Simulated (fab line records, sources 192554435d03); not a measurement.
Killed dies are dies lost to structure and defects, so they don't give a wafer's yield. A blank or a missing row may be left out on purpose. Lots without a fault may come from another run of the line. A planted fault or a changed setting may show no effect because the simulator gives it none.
Chamber matching | flow n5_finfet | N5_PMOS_HMC_CHANNEL_EPI_DESCUM_14 on rie_diel-04: 4 sister chambers
The step chemistry O2, time 7.9 s. 16 wafers are shown with their chamber, then 8 later ones without.

WAFERS WITH THEIR CHAMBER
wafer  | chamber | throttle_valve_pct (%) | showerhead_plenum_p_Torr (Torr) | drypump_motor_current_A (A)
L074.1 | 3       | 20.2                   | 2.17                            | 5.7
L074.3 | 1       | 20.0                   | 2.18                            | 6.3
L074.6 | 1       | 20.0                   | 2.18                            | 6.3
L076.2 | 3       | 20.2                   | 2.17                            | 5.7
L076.3 | 0       | 20.7                   | 2.10                            | 5.6
L076.6 | 0       | 20.7                   | 2.09                            | 5.6
L081.1 | 3       | 20.2                   | 2.17                            | 5.7
L081.3 | 2       | 20.8                   | 2.21                            | 5.7
L081.6 | 2       | 20.8                   | 2.21                            | 5.8
L082.2 | 3       | 20.3                   | 2.17                            | 5.8
L082.3 | 2       | 20.8                   | 2.21                            | 5.7
L082.6 | 3       | 20.2                   | 2.17                            | 5.8
L083.3 | 2       | 20.8                   | 2.21                            | 5.7
L083.4 | 1       | 20.0                   | 2.17                            | 6.3
L083.5 | 3       | 20.2                   | 2.17                            | 5.7
L085.2 | 0       | 20.7                   | 2.09                            | 5.6

SIGNATURES (means of the wafers above)
reading                  | chamber 0 | chamber 1 | chamber 2 | chamber 3 | scatter within a chamber
throttle_valve_pct       | 20.700    | 20.000    | 20.800    | 20.217    | 0.0264
showerhead_plenum_p_Torr | 2.0933    | 2.1767    | 2.2100    | 2.1700    | 0.00333
drypump_motor_current_A  | 5.600     | 6.300     | 5.725     | 5.733     | 0.0417
Rule: a wafer's distance from a chamber is the root of the sum, over the readings, of the square of ((its reading less the chamber's mean) divided by the reading's scatter). The wafer belongs to the nearest chamber; if the next one is less than 2 further off, it can't be placed. The scatter: the root of (the sum of the squares of (reading less its chamber's mean) over the shown wafers, divided by (wafers less chambers)).

WAFERS WITHOUT THEIR CHAMBER
wafer  | throttle_valve_pct (%) | showerhead_plenum_p_Torr (Torr) | drypump_motor_current_A (A)
L085.5 | 20.0                   | 2.17                            | 6.3
L085.6 | 20.8                   | 2.09                            | 5.6
L087.2 | 20.3                   | 2.16                            | 5.7
L087.4 | 20.8                   | 2.09                            | 5.6
L087.6 | 20.3                   | 2.16                            | 5.7
L090.1 | 20.8                   | 2.09                            | 5.6
L090.2 | 20.8                   | 2.20                            | 5.7
L090.6 | 20.8                   | 2.09                            | 5.6

WHICH CHAMBER EACH WENT THROUGH
wafer  | from the rows above | in truth
L085.5 | 1                   | 1
L085.6 | 0                   | 0
L087.2 | 3                   | 3
L087.4 | 0                   | 0
L087.6 | 3                   | 3
L090.1 | 0                   | 0
L090.2 | 2                   | 2
L090.6 | 0                   | 0
Placed correctly: 8 of 8. Can't be placed from these rows: 0. Placed wrongly: 0.
